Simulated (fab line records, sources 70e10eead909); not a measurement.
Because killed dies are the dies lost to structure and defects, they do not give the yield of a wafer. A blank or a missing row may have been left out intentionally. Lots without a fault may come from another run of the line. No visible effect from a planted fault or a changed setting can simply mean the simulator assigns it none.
What tool caused it? :: flow nand-harc :: 72 wafers from 24 lots sampled at 6 of the route's 1159 steps

WHAT THE GAUGES SHOWED, per wafer
Not one reading of a measure or inspect step in the record can be checked against a usual standard deviation.

TOOL THAT RAN EACH LOT (tool first, then ch and the chambers of the sampled wafers, then the start)
lot: L075
NHARC_A_STAIRCASE_ETCH_313: rie-diel-06 ch 0,1,2, day 11 17:28
NHARC_A_STAIRCASE_DEP_151: pecvd-04 ch 0,1,2, day 12 10:39
NHARC_A_STAIRCASE_CMP_472: cmp-02 ch 0,1,3, day 13 15:56
NHARC_A_SGD_CUT_DEP_00: pecvd-02 ch 0,1,2, day 13 16:20
NHARC_A_SGD_CUT_ETCH_16: rie-diel-05 ch 0,2,3, day 14 06:02 or earlier
NHARC_A_SLIT_DEP_00: acl-dep-03 ch 0, day 14 06:02

lot: L074
NHARC_A_STAIRCASE_ETCH_313: rie-diel-01 ch 2,3, day 11 17:55
NHARC_A_STAIRCASE_DEP_151: pecvd-01 ch 0,1,2, day 12 10:35
NHARC_A_STAIRCASE_CMP_472: cmp-02 ch 0,2,3, day 13 15:41
NHARC_A_SGD_CUT_DEP_00: pecvd-02 ch 1,2, day 13 16:02
NHARC_A_SGD_CUT_ETCH_16: rie-diel-11 ch 1,3, day 14 04:11 or earlier
NHARC_A_SLIT_DEP_00: acl-dep-01 ch 0, day 14 04:11

lot: L079
NHARC_A_STAIRCASE_ETCH_313: rie-diel-01 ch 0,2, day 12 13:47
NHARC_A_STAIRCASE_DEP_151: pecvd-04 ch 0,1,2, day 13 07:10
NHARC_A_STAIRCASE_CMP_472: cmp-02 ch 1,2,3, day 14 09:46
NHARC_A_SGD_CUT_DEP_00: pecvd-03 ch 0,2, day 14 10:09
NHARC_A_SGD_CUT_ETCH_16: rie-diel-05 ch 0,2, day 14 18:22 or earlier
NHARC_A_SLIT_DEP_00: acl-dep-03 ch 0, day 14 18:22

lot: L077
NHARC_A_STAIRCASE_ETCH_313: rie-diel-02 ch 0,2,3, day 12 14:58
NHARC_A_STAIRCASE_DEP_151: pecvd-01 ch 0,1,2, day 13 07:04
NHARC_A_STAIRCASE_CMP_472: cmp-04 ch 0,1,2, day 14 11:08
NHARC_A_SGD_CUT_DEP_00: pecvd-01 ch 1,2, day 14 11:33
NHARC_A_SGD_CUT_ETCH_16: rie-diel-11 ch 1,3, day 14 17:40 or earlier
NHARC_A_SLIT_DEP_00: acl-dep-02 ch 0, day 14 17:40

lot: L076
NHARC_A_STAIRCASE_ETCH_313: rie-diel-01 ch 0,2, day 12 17:23
NHARC_A_STAIRCASE_DEP_151: pecvd-02 ch 0,2, day 13 07:04
NHARC_A_STAIRCASE_CMP_472: cmp-04 ch 0,2, day 14 09:26
NHARC_A_SGD_CUT_DEP_00: pecvd-02 ch 0,2, day 14 09:53
NHARC_A_SGD_CUT_ETCH_16: rie-diel-07 ch 0,1, day 14 17:42 or earlier
NHARC_A_SLIT_DEP_00: acl-dep-01 ch 0, day 14 17:42

lot: L078
NHARC_A_STAIRCASE_ETCH_313: rie-diel-02 ch 0,3, day 13 01:10
NHARC_A_STAIRCASE_DEP_151: pecvd-04 ch 0,1, day 13 17:34
NHARC_A_STAIRCASE_CMP_472: cmp-03 ch 0,2,3, day 15 06:30
NHARC_A_SGD_CUT_DEP_00: pecvd-03 ch 1,2, day 15 06:58
NHARC_A_SGD_CUT_ETCH_16: rie-diel-07 ch 0,3, day 15 16:10 or earlier
NHARC_A_SLIT_DEP_00: acl-dep-01 ch 0, day 15 16:10

lot: L081
NHARC_A_STAIRCASE_ETCH_313: rie-diel-06 ch 2,3, day 13 08:47
NHARC_A_STAIRCASE_DEP_151: pecvd-02 ch 1,2, day 14 01:38
NHARC_A_STAIRCASE_CMP_472: cmp-02 ch 0,1,3, day 15 14:31
NHARC_A_SGD_CUT_DEP_00: pecvd-03 ch 0,1, day 15 14:56
NHARC_A_SGD_CUT_ETCH_16: rie-diel-07 ch 0,1,2, day 16 03:10 or earlier
NHARC_A_SLIT_DEP_00: acl-dep-01 ch 0, day 16 03:10

lot: L080
NHARC_A_STAIRCASE_ETCH_313: rie-diel-02 ch 0,1,2, day 13 16:49
NHARC_A_STAIRCASE_DEP_151: pecvd-01 ch 0,1,2, day 14 09:52
NHARC_A_STAIRCASE_CMP_472: cmp-02 ch 0,1,3, day 15 23:58
NHARC_A_SGD_CUT_DEP_00: pecvd-03 ch 0,1, day 16 00:25
NHARC_A_SGD_CUT_ETCH_16: rie-diel-07 ch 0,1,3, day 16 12:34 or earlier
NHARC_A_SLIT_DEP_00: acl-dep-01 ch 0, day 16 12:34

lot: L082
NHARC_A_STAIRCASE_ETCH_313: rie-diel-02 ch 1,2,3, day 13 22:49
NHARC_A_STAIRCASE_DEP_151: pecvd-02 ch 1,2, day 14 19:45
NHARC_A_STAIRCASE_CMP_472: cmp-04 ch 0,1,2, day 16 04:46
NHARC_A_SGD_CUT_DEP_00: pecvd-03 ch 0,1,2, day 16 05:08
NHARC_A_SGD_CUT_ETCH_16: rie-diel-11 ch 0,1, day 16 15:55 or earlier
NHARC_A_SLIT_DEP_00: acl-dep-03 ch 0, day 16 15:55

lot: L083
NHARC_A_STAIRCASE_ETCH_313: rie-diel-02 ch 1,2,3, day 14 04:50
NHARC_A_STAIRCASE_DEP_151: pecvd-04 ch 1,2, day 15 02:34
NHARC_A_STAIRCASE_CMP_472: cmp-02 ch 0,3, day 16 05:15
NHARC_A_SGD_CUT_DEP_00: pecvd-01 ch 1,2, day 16 05:40
NHARC_A_SGD_CUT_ETCH_16: rie-diel-07 ch 0,1, day 16 14:50 or earlier
NHARC_A_SLIT_DEP_00: acl-dep-01 ch 0, day 16 14:50

lot: L084
NHARC_A_STAIRCASE_ETCH_313: rie-diel-06 ch 1,2,3, day 14 07:08
NHARC_A_STAIRCASE_DEP_151: pecvd-01 ch 0,1, day 15 02:40
NHARC_A_STAIRCASE_CMP_472: cmp-02 ch 0,3, day 16 04:59
NHARC_A_SGD_CUT_DEP_00: pecvd-01 ch 0,1, day 16 05:26
NHARC_A_SGD_CUT_ETCH_16: rie-diel-05 ch 1,2, day 16 16:19 or earlier
NHARC_A_SLIT_DEP_00: acl-dep-02 ch 0, day 16 16:19

lot: L088
NHARC_A_STAIRCASE_ETCH_313: rie-diel-02 ch 1,3, day 15 13:10
NHARC_A_STAIRCASE_DEP_151: pecvd-04 ch 0,1, day 16 08:07
NHARC_A_STAIRCASE_CMP_472: cmp-03 ch 0,1,3, day 17 16:28
NHARC_A_SGD_CUT_DEP_00: pecvd-02 ch 0,1,2, day 17 16:51
NHARC_A_SGD_CUT_ETCH_16: rie-diel-05 ch 0,1,2, day 18 00:47 or earlier
NHARC_A_SLIT_DEP_00: acl-dep-01 ch 0, day 18 00:47

lot: L085
NHARC_A_STAIRCASE_ETCH_313: rie-diel-06 ch 0,3, day 15 14:22
NHARC_A_STAIRCASE_DEP_151: pecvd-01 ch 0,1,2, day 16 08:20
NHARC_A_STAIRCASE_CMP_472: cmp-03 ch 0,2,3, day 17 16:46
NHARC_A_SGD_CUT_DEP_00: pecvd-01 ch 0,2, day 17 17:07
NHARC_A_SGD_CUT_ETCH_16: rie-diel-07 ch 0,2,3, day 18 03:08 or earlier
NHARC_A_SLIT_DEP_00: acl-dep-02 ch 0, day 18 03:08

lot: L086
NHARC_A_STAIRCASE_ETCH_313: rie-diel-02 ch 0,1,3, day 15 16:45
NHARC_A_STAIRCASE_DEP_151: pecvd-01 ch 1,2, day 16 11:22
NHARC_A_STAIRCASE_CMP_472: cmp-03 ch 0,1,3, day 17 17:14
NHARC_A_SGD_CUT_DEP_00: pecvd-03 ch 0,1,2, day 17 17:40
NHARC_A_SGD_CUT_ETCH_16: rie-diel-11 ch 0,1, day 18 00:51 or earlier
NHARC_A_SLIT_DEP_00: acl-dep-02 ch 0, day 18 00:51

lot: L087
NHARC_A_STAIRCASE_ETCH_313: rie-diel-01 ch 0,1,2, day 15 16:55
NHARC_A_STAIRCASE_DEP_151: pecvd-02 ch 0,1,2, day 16 08:07
NHARC_A_STAIRCASE_CMP_472: cmp-03 ch 0,1,3, day 17 17:51
NHARC_A_SGD_CUT_DEP_00: pecvd-01 ch 0,1,2, day 17 18:14
NHARC_A_SGD_CUT_ETCH_16: rie-diel-07 ch 0,1,2, day 18 02:43 or earlier
NHARC_A_SLIT_DEP_00: acl-dep-01 ch 0, day 18 02:43

lot: L091
NHARC_A_STAIRCASE_ETCH_313: rie-diel-02 ch 0,1,3, day 16 02:42
NHARC_A_STAIRCASE_DEP_151: pecvd-01 ch 0,1,2, day 16 19:13
NHARC_A_STAIRCASE_CMP_472: cmp-04 ch 0,1,3, day 18 02:45
NHARC_A_SGD_CUT_DEP_00: pecvd-03 ch 0,1,2, day 18 03:11
NHARC_A_SGD_CUT_ETCH_16: rie-diel-05 ch 0,2,3, day 18 15:17 or earlier
NHARC_A_SLIT_DEP_00: acl-dep-01 ch 0, day 18 15:17

lot: L089
NHARC_A_STAIRCASE_ETCH_313: rie-diel-02 ch 1,2, day 16 07:38
NHARC_A_STAIRCASE_DEP_151: pecvd-01 ch 1,2, day 17 01:10
NHARC_A_STAIRCASE_CMP_472: cmp-02 ch 0,1, day 18 02:14
NHARC_A_SGD_CUT_DEP_00: pecvd-03 ch 0,1,2, day 18 02:43
NHARC_A_SGD_CUT_ETCH_16: rie-diel-11 ch 0,1, day 18 14:19 or earlier
NHARC_A_SLIT_DEP_00: acl-dep-02 ch 0, day 18 14:19

lot: L090
NHARC_A_STAIRCASE_ETCH_313: rie-diel-01 ch 0,2,3, day 16 09:46
NHARC_A_STAIRCASE_DEP_151: pecvd-02 ch 1,2, day 17 01:10
NHARC_A_STAIRCASE_CMP_472: cmp-03 ch 0,1,3, day 18 02:54
NHARC_A_SGD_CUT_DEP_00: pecvd-01 ch 0,2, day 18 03:20
NHARC_A_SGD_CUT_ETCH_16: rie-diel-11 ch 0,2,3, day 18 13:19 or earlier
NHARC_A_SLIT_DEP_00: acl-dep-03 ch 0, day 18 13:19

lot: L092
NHARC_A_STAIRCASE_ETCH_313: rie-diel-06 ch 0,1,3, day 16 09:55
NHARC_A_STAIRCASE_DEP_151: pecvd-02 ch 0,2, day 17 01:44
NHARC_A_STAIRCASE_CMP_472: cmp-03 ch 0,1,3, day 18 04:01
NHARC_A_SGD_CUT_DEP_00: pecvd-03 ch 0,1, day 18 04:29
NHARC_A_SGD_CUT_ETCH_16: rie-diel-05 ch 0,2,3, day 18 15:15 or earlier
NHARC_A_SLIT_DEP_00: acl-dep-03 ch 0, day 18 15:15

lot: L094
NHARC_A_STAIRCASE_ETCH_313: rie-diel-01 ch 1,3, day 16 13:32
NHARC_A_STAIRCASE_DEP_151: pecvd-02 ch 0,1,2, day 17 05:45
NHARC_A_STAIRCASE_CMP_472: cmp-04 ch 0,2, day 18 21:25
NHARC_A_SGD_CUT_DEP_00: pecvd-03 ch 0,1,2, day 18 21:56
NHARC_A_SGD_CUT_ETCH_16: rie-diel-05 ch 1,3, day 19 05:07 or earlier
NHARC_A_SLIT_DEP_00: acl-dep-01 ch 0, day 19 05:07

lot: L093
NHARC_A_STAIRCASE_ETCH_313: rie-diel-01 ch 0,2,3, day 16 15:14
NHARC_A_STAIRCASE_DEP_151: pecvd-01 ch 0,2, day 17 05:50
NHARC_A_STAIRCASE_CMP_472: cmp-02 ch 1,2,3, day 18 21:11
NHARC_A_SGD_CUT_DEP_00: pecvd-03 ch 0,2, day 18 21:46
NHARC_A_SGD_CUT_ETCH_16: rie-diel-07 ch 0,1,2, day 19 05:09 or earlier
NHARC_A_SLIT_DEP_00: acl-dep-02 ch 0, day 19 05:09

lot: L096
NHARC_A_STAIRCASE_ETCH_313: rie-diel-02 ch 0,1,3, day 17 04:39
NHARC_A_STAIRCASE_DEP_151: pecvd-01 ch 0,1,2, day 17 21:33
NHARC_A_STAIRCASE_CMP_472: cmp-04 ch 1,2,3, day 19 05:52
NHARC_A_SGD_CUT_DEP_00: pecvd-03 ch 0,1,2, day 19 06:16
NHARC_A_SGD_CUT_ETCH_16: rie-diel-05 ch 1,2,3, day 19 14:49 or earlier
NHARC_A_SLIT_DEP_00: acl-dep-01 ch 0, day 19 14:49

lot: L095
NHARC_A_STAIRCASE_ETCH_313: rie-diel-01 ch 1,2,3, day 17 06:11
NHARC_A_STAIRCASE_DEP_151: pecvd-02 ch 0,2, day 17 21:33
NHARC_A_STAIRCASE_CMP_472: cmp-02 ch 0,3, day 19 05:40
NHARC_A_SGD_CUT_DEP_00: pecvd-03 ch 0,1,2, day 19 06:04
NHARC_A_SGD_CUT_ETCH_16: rie-diel-11 ch 0,1,3, day 19 15:27 or earlier
NHARC_A_SLIT_DEP_00: acl-dep-03 ch 0, day 19 15:27

lot: L097
NHARC_A_STAIRCASE_ETCH_313: rie-diel-01 ch 1,2,3, day 17 14:06
NHARC_A_STAIRCASE_DEP_151: pecvd-04 ch 0,1,2, day 18 06:54
NHARC_A_STAIRCASE_CMP_472: cmp-02 ch 0,2,3, day 19 12:05
NHARC_A_SGD_CUT_DEP_00: pecvd-01 ch 0,2, day 19 12:29
NHARC_A_SGD_CUT_ETCH_16: rie-diel-07 ch 1,2,3, day 19 20:12 or earlier
NHARC_A_SLIT_DEP_00: acl-dep-03 ch 0, day 19 20:12
- NHARC_A_STAIRCASE_ETCH_313: etches the open film in CF4/CHF3.
- NHARC_A_STAIRCASE_DEP_151: deposits SiO2, target thk 3800 nm.
- NHARC_A_STAIRCASE_CMP_472: polishes SiO2.
- NHARC_A_SGD_CUT_DEP_00: deposits SiNx, target thk 50 nm.
- NHARC_A_SGD_CUT_ETCH_16: etches the open film in C4F8/O2/Ar, target depth 310.5 nm, time 155.2 s.
- NHARC_A_SLIT_DEP_00: deposits aC, target thk 3200 nm.

AS READ BY THE TOOLS THEMSELVES (means over the sampled wafers that have a number; for cases with no such wafer, the mark the record gives instead)
NHARC_A_STAIRCASE_ETCH_313.
lot: L075
tool: rie-diel-06
drypump-motor-current-A (A): 5.5
oes-product-au (a.u.): 0.931
rf-vpp-V (V): 369.9
showerhead-plenum-p-Torr (Torr): 1.56
throttle-valve-pct (%): 16.806

lot: L074
tool: rie-diel-01
drypump-motor-current-A (A): 6.1
oes-product-au (a.u.): 0.923
rf-vpp-V (V): 372.0
showerhead-plenum-p-Torr (Torr): 1.63
throttle-valve-pct (%): 16.807

lot: L079
tool: rie-diel-01
drypump-motor-current-A (A): 5.6
oes-product-au (a.u.): 0.921
rf-vpp-V (V): 372.2
showerhead-plenum-p-Torr (Torr): 1.62
throttle-valve-pct (%): 16.805

lot: L077
tool: rie-diel-02
drypump-motor-current-A (A): 5.9
oes-product-au (a.u.): 0.964
rf-vpp-V (V): 367.9
showerhead-plenum-p-Torr (Torr): 1.51
throttle-valve-pct (%): 16.806

lot: L076
tool: rie-diel-01
drypump-motor-current-A (A): 5.6
oes-product-au (a.u.): 0.917
rf-vpp-V (V): 372.7
showerhead-plenum-p-Torr (Torr): 1.62
throttle-valve-pct (%): 16.808

lot: L078
tool: rie-diel-02
drypump-motor-current-A (A): 6.0
oes-product-au (a.u.): 0.932
rf-vpp-V (V): 368.0
showerhead-plenum-p-Torr (Torr): 1.49
throttle-valve-pct (%): 16.807

lot: L081
tool: rie-diel-06
drypump-motor-current-A (A): 6.2
oes-product-au (a.u.): 0.942
rf-vpp-V (V): 369.6
showerhead-plenum-p-Torr (Torr): 1.55
throttle-valve-pct (%): 16.809

lot: L080
tool: rie-diel-02
drypump-motor-current-A (A): 5.9
oes-product-au (a.u.): 0.930
rf-vpp-V (V): 369.9
showerhead-plenum-p-Torr (Torr): 1.56
throttle-valve-pct (%): 16.808

lot: L082
tool: rie-diel-02
drypump-motor-current-A (A): 5.9
oes-product-au (a.u.): 0.918
rf-vpp-V (V): 370.6
showerhead-plenum-p-Torr (Torr): 1.56
throttle-valve-pct (%): 16.800

lot: L083
tool: rie-diel-02
drypump-motor-current-A (A): 5.9
oes-product-au (a.u.): 0.911
rf-vpp-V (V): 370.0
showerhead-plenum-p-Torr (Torr): 1.56
throttle-valve-pct (%): 16.803

lot: L084
tool: rie-diel-06
drypump-motor-current-A (A): 5.8
oes-product-au (a.u.): 0.961
rf-vpp-V (V): 369.2
showerhead-plenum-p-Torr (Torr): 1.55
throttle-valve-pct (%): 16.806

lot: L088
tool: rie-diel-02
drypump-motor-current-A (A): 6.1
oes-product-au (a.u.): 0.922
rf-vpp-V (V): 371.3
showerhead-plenum-p-Torr (Torr): 1.59
throttle-valve-pct (%): 16.804

lot: L085
tool: rie-diel-06
drypump-motor-current-A (A): 6.1
oes-product-au (a.u.): 0.918
rf-vpp-V (V): 370.2
showerhead-plenum-p-Torr (Torr): 1.55
throttle-valve-pct (%): 16.801

lot: L086
tool: rie-diel-02
drypump-motor-current-A (A): 6.0
oes-product-au (a.u.): 0.943
rf-vpp-V (V): 368.9
showerhead-plenum-p-Torr (Torr): 1.54
throttle-valve-pct (%): 16.791

lot: L087
tool: rie-diel-01
drypump-motor-current-A (A): 5.3
oes-product-au (a.u.): 0.942
rf-vpp-V (V): 371.2
showerhead-plenum-p-Torr (Torr): 1.59
throttle-valve-pct (%): 16.798

lot: L091
tool: rie-diel-02
drypump-motor-current-A (A): 6.0
oes-product-au (a.u.): 0.921
rf-vpp-V (V): 369.3
showerhead-plenum-p-Torr (Torr): 1.54
throttle-valve-pct (%): 16.800

lot: L089
tool: rie-diel-02
drypump-motor-current-A (A): 5.8
oes-product-au (a.u.): 0.918
rf-vpp-V (V): 369.8
showerhead-plenum-p-Torr (Torr): 1.57
throttle-valve-pct (%): 16.797

lot: L090
tool: rie-diel-01
drypump-motor-current-A (A): 5.9
oes-product-au (a.u.): 0.975
rf-vpp-V (V): 372.1
showerhead-plenum-p-Torr (Torr): 1.62
throttle-valve-pct (%): 16.798

lot: L092
tool: rie-diel-06
drypump-motor-current-A (A): 5.7
oes-product-au (a.u.): 0.915
rf-vpp-V (V): 369.4
showerhead-plenum-p-Torr (Torr): 1.55
throttle-valve-pct (%): 16.809

lot: L094
tool: rie-diel-01
drypump-motor-current-A (A): 6.1
oes-product-au (a.u.): 0.923
rf-vpp-V (V): 371.9
showerhead-plenum-p-Torr (Torr): 1.60
throttle-valve-pct (%): 16.806

lot: L093
tool: rie-diel-01
drypump-motor-current-A (A): 5.9
oes-product-au (a.u.): 0.931
rf-vpp-V (V): 372.6
showerhead-plenum-p-Torr (Torr): 1.62
throttle-valve-pct (%): 16.810

lot: L096
tool: rie-diel-02
drypump-motor-current-A (A): 6.0
oes-product-au (a.u.): 0.952
rf-vpp-V (V): 368.8
showerhead-plenum-p-Torr (Torr): 1.54
throttle-valve-pct (%): 16.801

lot: L095
tool: rie-diel-01
drypump-motor-current-A (A): 5.6
oes-product-au (a.u.): 0.937
rf-vpp-V (V): 371.2
showerhead-plenum-p-Torr (Torr): 1.59
throttle-valve-pct (%): 16.804

lot: L097
tool: rie-diel-01
drypump-motor-current-A (A): 5.6
oes-product-au (a.u.): 0.931
rf-vpp-V (V): 371.3
showerhead-plenum-p-Torr (Torr): 1.59
throttle-valve-pct (%): 16.802

NHARC_A_STAIRCASE_DEP_151.
lot: L075
tool: pecvd-04
heater-power-outer-w (W): 422
heater-power-w (W): 689

lot: L074
tool: pecvd-01
heater-power-outer-w (W): 393
heater-power-w (W): 625

lot: L079
tool: pecvd-04
heater-power-outer-w (W): 394
heater-power-w (W): 667

lot: L077
tool: pecvd-01
heater-power-outer-w (W): 420
heater-power-w (W): 662

lot: L076
tool: pecvd-02
heater-power-outer-w (W): 378
heater-power-w (W): 677

lot: L078
tool: pecvd-04
heater-power-outer-w (W): 329
heater-power-w (W): 576

lot: L081
tool: pecvd-02
heater-power-outer-w (W): 348
heater-power-w (W): 609

lot: L080
tool: pecvd-01
heater-power-outer-w (W): 410
heater-power-w (W): 649

lot: L082
tool: pecvd-02
heater-power-outer-w (W): 377
heater-power-w (W): 625

lot: L083
tool: pecvd-04
heater-power-outer-w (W): 380
heater-power-w (W): 634

lot: L084
tool: pecvd-01
heater-power-outer-w (W): 397
heater-power-w (W): 611

lot: L088
tool: pecvd-04
heater-power-outer-w (W): 366
heater-power-w (W): 625

lot: L085
tool: pecvd-01
heater-power-outer-w (W): 388
heater-power-w (W): 623

lot: L086
tool: pecvd-01
heater-power-outer-w (W): 396
heater-power-w (W): 634

lot: L087
tool: pecvd-02
heater-power-outer-w (W): 401
heater-power-w (W): 689

lot: L091
tool: pecvd-01
heater-power-outer-w (W): 355
heater-power-w (W): 571

lot: L089
tool: pecvd-01
heater-power-outer-w (W): 369
heater-power-w (W): 582

lot: L090
tool: pecvd-02
heater-power-outer-w (W): 374
heater-power-w (W): 617

lot: L092
tool: pecvd-02
heater-power-outer-w (W): 374
heater-power-w (W): 693

lot: L094
tool: pecvd-02
heater-power-outer-w (W): 349
heater-power-w (W): 630

lot: L093
tool: pecvd-01
heater-power-outer-w (W): 401
heater-power-w (W): 642

lot: L096
tool: pecvd-01
heater-power-outer-w (W): 433
heater-power-w (W): 685

lot: L095
tool: pecvd-02
heater-power-outer-w (W): 357
heater-power-w (W): 664

lot: L097
tool: pecvd-04
heater-power-outer-w (W): 352
heater-power-w (W): 607

NHARC_A_STAIRCASE_CMP_472.
lot: L075
tool: cmp-02
motor-current-A (A): 11.5

lot: L074
tool: cmp-02
motor-current-A (A): 11.1

lot: L079
tool: cmp-02
motor-current-A (A): 10.6

lot: L077
tool: cmp-04
motor-current-A (A): 11.6

lot: L076
tool: cmp-04
motor-current-A (A): 11.2

lot: L078
tool: cmp-03
motor-current-A (A): 13.1

lot: L081
tool: cmp-02
motor-current-A (A): 11.1

lot: L080
tool: cmp-02
motor-current-A (A): 11.1

lot: L082
tool: cmp-04
motor-current-A (A): 11.5

lot: L083
tool: cmp-02
motor-current-A (A): 11.9

lot: L084
tool: cmp-02
motor-current-A (A): 11.8

lot: L088
tool: cmp-03
motor-current-A (A): 13.8

lot: L085
tool: cmp-03
motor-current-A (A): 13.2

lot: L086
tool: cmp-03
motor-current-A (A): 13.6

lot: L087
tool: cmp-03
motor-current-A (A): 13.6

lot: L091
tool: cmp-04
motor-current-A (A): 11.0

lot: L089
tool: cmp-02
motor-current-A (A): 11.5

lot: L090
tool: cmp-03
motor-current-A (A): 13.9

lot: L092
tool: cmp-03
motor-current-A (A): 13.6

lot: L094
tool: cmp-04
motor-current-A (A): 11.0

lot: L093
tool: cmp-02
motor-current-A (A): 10.4

lot: L096
tool: cmp-04
motor-current-A (A): 11.8

lot: L095
tool: cmp-02
motor-current-A (A): 11.7

lot: L097
tool: cmp-02
motor-current-A (A): 11.1

NHARC_A_SGD_CUT_DEP_00.
lot: L075
tool: pecvd-02
heater-power-outer-w (W): 411
heater-power-w (W): 709

lot: L074
tool: pecvd-02
heater-power-outer-w (W): 406
heater-power-w (W): 675

lot: L079
tool: pecvd-03
heater-power-outer-w (W): 424
heater-power-w (W): 699

lot: L077
tool: pecvd-01
heater-power-outer-w (W): 389
heater-power-w (W): 629

lot: L076
tool: pecvd-02
heater-power-outer-w (W): 457
heater-power-w (W): 800

lot: L078
tool: pecvd-03
heater-power-outer-w (W): 428
heater-power-w (W): 731

lot: L081
tool: pecvd-03
heater-power-outer-w (W): 388
heater-power-w (W): 689

lot: L080
tool: pecvd-03
heater-power-outer-w (W): 410
heater-power-w (W): 721

lot: L082
tool: pecvd-03
heater-power-outer-w (W): 413
heater-power-w (W): 687

lot: L083
tool: pecvd-01
heater-power-outer-w (W): 447
heater-power-w (W): 694

lot: L084
tool: pecvd-01
heater-power-outer-w (W): 428
heater-power-w (W): 670

lot: L088
tool: pecvd-02
heater-power-outer-w (W): 408
heater-power-w (W): 709

lot: L085
tool: pecvd-01
heater-power-outer-w (W): 428
heater-power-w (W): 689

lot: L086
tool: pecvd-03
heater-power-outer-w (W): 436
heater-power-w (W): 734

lot: L087
tool: pecvd-01
heater-power-outer-w (W): 444
heater-power-w (W): 702

lot: L091
tool: pecvd-03
heater-power-outer-w (W): 443
heater-power-w (W): 726

lot: L089
tool: pecvd-03
heater-power-outer-w (W): 402
heater-power-w (W): 684

lot: L090
tool: pecvd-01
heater-power-outer-w (W): 422
heater-power-w (W): 671

lot: L092
tool: pecvd-03
heater-power-outer-w (W): 367
heater-power-w (W): 655

lot: L094
tool: pecvd-03
heater-power-outer-w (W): 425
heater-power-w (W): 703

lot: L093
tool: pecvd-03
heater-power-outer-w (W): 427
heater-power-w (W): 711

lot: L096
tool: pecvd-03
heater-power-outer-w (W): 398
heater-power-w (W): 685

lot: L095
tool: pecvd-03
heater-power-outer-w (W): 437
heater-power-w (W): 726

lot: L097
tool: pecvd-01
heater-power-outer-w (W): 455
heater-power-w (W): 726

NHARC_A_SGD_CUT_ETCH_16.
lot: L075
tool: rie-diel-05
oes-product-au (a.u.): 0.975
rf-vpp-V (V): 724

lot: L074
tool: rie-diel-11
oes-product-au (a.u.): 0.974
rf-vpp-V (V): 720

lot: L079
tool: rie-diel-05
oes-product-au (a.u.): 0.962
rf-vpp-V (V): 727

lot: L077
tool: rie-diel-11
oes-product-au (a.u.): 0.961
rf-vpp-V (V): 724

lot: L076
tool: rie-diel-07
oes-product-au (a.u.): 0.980
rf-vpp-V (V): 725

lot: L078
tool: rie-diel-07
oes-product-au (a.u.): 0.971
rf-vpp-V (V): 727

lot: L081
tool: rie-diel-07
oes-product-au (a.u.): 0.979
rf-vpp-V (V): 722

lot: L080
tool: rie-diel-07
oes-product-au (a.u.): 0.958
rf-vpp-V (V): 723

lot: L082
tool: rie-diel-11
oes-product-au (a.u.): 0.979
rf-vpp-V (V): 726

lot: L083
tool: rie-diel-07
oes-product-au (a.u.): 0.958
rf-vpp-V (V): 721

lot: L084
tool: rie-diel-05
oes-product-au (a.u.): 0.996
rf-vpp-V (V): 728

lot: L088
tool: rie-diel-05
oes-product-au (a.u.): 0.959
rf-vpp-V (V): 727

lot: L085
tool: rie-diel-07
oes-product-au (a.u.): 0.988
rf-vpp-V (V): 725

lot: L086
tool: rie-diel-11
oes-product-au (a.u.): 0.987
rf-vpp-V (V): 726

lot: L087
tool: rie-diel-07
oes-product-au (a.u.): 0.975
rf-vpp-V (V): 722

lot: L091
tool: rie-diel-05
oes-product-au (a.u.): 0.973
rf-vpp-V (V): 724

lot: L089
tool: rie-diel-11
oes-product-au (a.u.): 0.996
rf-vpp-V (V): 725

lot: L090
tool: rie-diel-11
oes-product-au (a.u.): 0.953
rf-vpp-V (V): 721

lot: L092
tool: rie-diel-05
oes-product-au (a.u.): 0.976
rf-vpp-V (V): 724

lot: L094
tool: rie-diel-05
oes-product-au (a.u.): 0.979
rf-vpp-V (V): 722

lot: L093
tool: rie-diel-07
oes-product-au (a.u.): 0.976
rf-vpp-V (V): 722

lot: L096
tool: rie-diel-05
oes-product-au (a.u.): 0.973
rf-vpp-V (V): 724

lot: L095
tool: rie-diel-11
oes-product-au (a.u.): 0.984
rf-vpp-V (V): 724

lot: L097
tool: rie-diel-07
oes-product-au (a.u.): 0.962
rf-vpp-V (V): 720

NHARC_A_SLIT_DEP_00.
lot: L075
tool: acl-dep-03
throttle-valve-pct (%): 34.995

lot: L074
tool: acl-dep-01
throttle-valve-pct (%): 35.009

lot: L079
tool: acl-dep-03
throttle-valve-pct (%): 35.001

lot: L077
tool: acl-dep-02
throttle-valve-pct (%): 34.998

lot: L076
tool: acl-dep-01
throttle-valve-pct (%): 34.989

lot: L078
tool: acl-dep-01
throttle-valve-pct (%): 35.002

lot: L081
tool: acl-dep-01
throttle-valve-pct (%): 35.003

lot: L080
tool: acl-dep-01
throttle-valve-pct (%): 35.002

lot: L082
tool: acl-dep-03
throttle-valve-pct (%): 35.004

lot: L083
tool: acl-dep-01
throttle-valve-pct (%): 35.001

lot: L084
tool: acl-dep-02
throttle-valve-pct (%): 35.003

lot: L088
tool: acl-dep-01
throttle-valve-pct (%): 34.991

lot: L085
tool: acl-dep-02
throttle-valve-pct (%): 34.997

lot: L086
tool: acl-dep-02
throttle-valve-pct (%): 34.999

lot: L087
tool: acl-dep-01
throttle-valve-pct (%): 35.006

lot: L091
tool: acl-dep-01
throttle-valve-pct (%): 34.999

lot: L089
tool: acl-dep-02
throttle-valve-pct (%): 35.001

lot: L090
tool: acl-dep-03
throttle-valve-pct (%): 34.993

lot: L092
tool: acl-dep-03
throttle-valve-pct (%): 34.998

lot: L094
tool: acl-dep-01
throttle-valve-pct (%): 35.006

lot: L093
tool: acl-dep-02
throttle-valve-pct (%): 35.003

lot: L096
tool: acl-dep-01
throttle-valve-pct (%): 35.003

lot: L095
tool: acl-dep-03
throttle-valve-pct (%): 35.006

lot: L097
tool: acl-dep-03
throttle-valve-pct (%): 34.995

THE ANSWER, worked out from the rows above alone
Rule: the lots themselves supply what counts as usual. Put in order of their means at a reading, lots are off if they are a third of the lots or fewer, leave a main group of 4 or more, and stand apart from it by a gap of 3 or more times the standard deviation of the main group's means; of several such gaps the widest counts. If all means in a main group match to the digits the tables above print for the reading, that group is not used. Also off: a lot with no number at a reading for which 4 or more lots have one. All remaining lots with rows at the step are treated as sound. After the gauges, taken in route order, come the tools' own readings; for these a lot's mean is taken, as printed above. At the first step where some lot is off, the reading lying furthest off is the one used; lots without a number count as furthest.
No lot is off on any of the readings shown, so nothing can be concluded from this.

WHAT THE SIMULATOR HAD INSERTED
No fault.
